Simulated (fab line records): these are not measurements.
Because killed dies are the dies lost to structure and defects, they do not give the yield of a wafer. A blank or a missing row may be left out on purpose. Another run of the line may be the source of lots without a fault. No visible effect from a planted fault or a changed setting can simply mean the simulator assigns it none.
Code-filled problem report in 8D (eight disciplines) form || flow n5-finfet || the parts of the form that need people (team, actions taken, sign-off) are left out

1. THE ISSUE
susceptor-temp-C at N5_FIN_SAQP_SPACER2_ALD_28 reads a mean of 318.65 C on 6 wafers of 2 lots; wafers without a fault read 300.01 C with a standard deviation of 0.2. That puts it +93 standard deviations away from the usual mean.
The step: deposits SiO2, target thk 8.1 nm, pulse time 1 s, purge time 2 s.
Seen first at day 5 18:43 on ald-sin-03, wafer L549.3. The record holds 27 wafers of 9 lots with a number at this step. The rule behind "out" and "out of limits": a value lying over 4 standard deviations away from the usual mean. The rest of the wafers with a number are treated as sound.

2. WHAT IT IS AND WHAT IT IS NOT
{"question": "which readings at this step", "is": "susceptor-temp-C", "is not": "precursor-pulse-height-rel"}
{"question": "which lots", "is": "L549, L550", "is not": "L534, L535, L537, L539, L554, L555, L557"}
{"question": "which wafers of those lots", "is": "all that have a number", "is not": "-"}
{"question": "read on which tools", "is": "ald-sin-03", "is not": "ald-sin-01, ald-sin-02"}
{"question": "when", "is": "from day 5 18:43", "is not": "up to then (12 sound wafers); but 9 sound wafers of L554, L555, L557 came after"}

3. THE SUSPECTS, EACH WITH WHAT RULES IT OUT
Counting: any tool at a process step up to the reading is kept as a suspect provided that every lot that is out went through it and no sound lot did after the first of them.
- rie-diel-05 at N5_FIN_SAQP_ETCH_57 (etches SiNx in CH3F/O2, target depth 32.5 nm, time 46.4 s): ruled out as a lasting fault. Following L549 (day 5 17:44), the first lot on it that is out, the sound lots L555, L557 were run on it.
- vapor-etch-02 at N5_FIN_SAQP_RECESS_71 (chemistry HF/NH3, target SiO2, target depth 3 nm, afs cycles 1, sublimation time 60 s): ruled out as a lasting fault. Following L549 (day 5 18:37), the first lot on it that is out, the sound lots L554, L555 were run on it.
- ald-sin-03 at N5_FIN_SAQP_SPACER2_ALD_28 (deposits SiO2, target thk 8.1 nm, pulse time 1 s, purge time 2 s): kept. It processed each lot that is out, first L549 at day 5 18:43, and no sound lot thereafter; up to then, the last sound lot it processed was L535 at day 2 08:16. Its own susceptor-temp-C readings are out on those wafers.
Remaining after the count: ald-sin-03 at N5_FIN_SAQP_SPACER2_ALD_28.

4. THE CAUSE (what the simulator had put in)
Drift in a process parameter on ald-sin-03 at N5_FIN_SAQP_SPACER2_ALD_28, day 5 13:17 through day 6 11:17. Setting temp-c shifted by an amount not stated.
This tool alone remained once counting was done.

5. THE EFFECT CHAIN, in route order
Each row: a reading where the mean over the struck wafers with a number is more than 3 standard deviations away from the usual. Scope: only readings with a usual standard deviation given in the record; hours: median across lots of the time from each lot's start at the first step in this table that gives one to its start at this step; sigmas: change in usual standard deviations.
{"hours": 0, "step": "N5_FIN_SAQP_SPACER2_ALD_28", "reading": "susceptor-temp-C", "usual": "300.01 C", "on struck wafers": 318.65, "change": "+18.64", "sigmas": "+93"}
Process steps it contains:
- N5_FIN_SAQP_SPACER2_ALD_28: deposits SiO2, target thk 8.1 nm, pulse time 1 s, purge time 2 s.
Later measuring or inspecting steps at which every struck wafer that the step has a row for has a number for every such reading, and none has moved that far: N5_BEOL_M4_RC_MEAS_101.

6. HOW IT WOULD HAVE BEEN CAUGHT EARLIER
In this record no reading fell out of limits until day 5 18:43, 5 hours after the fault had begun at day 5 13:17.
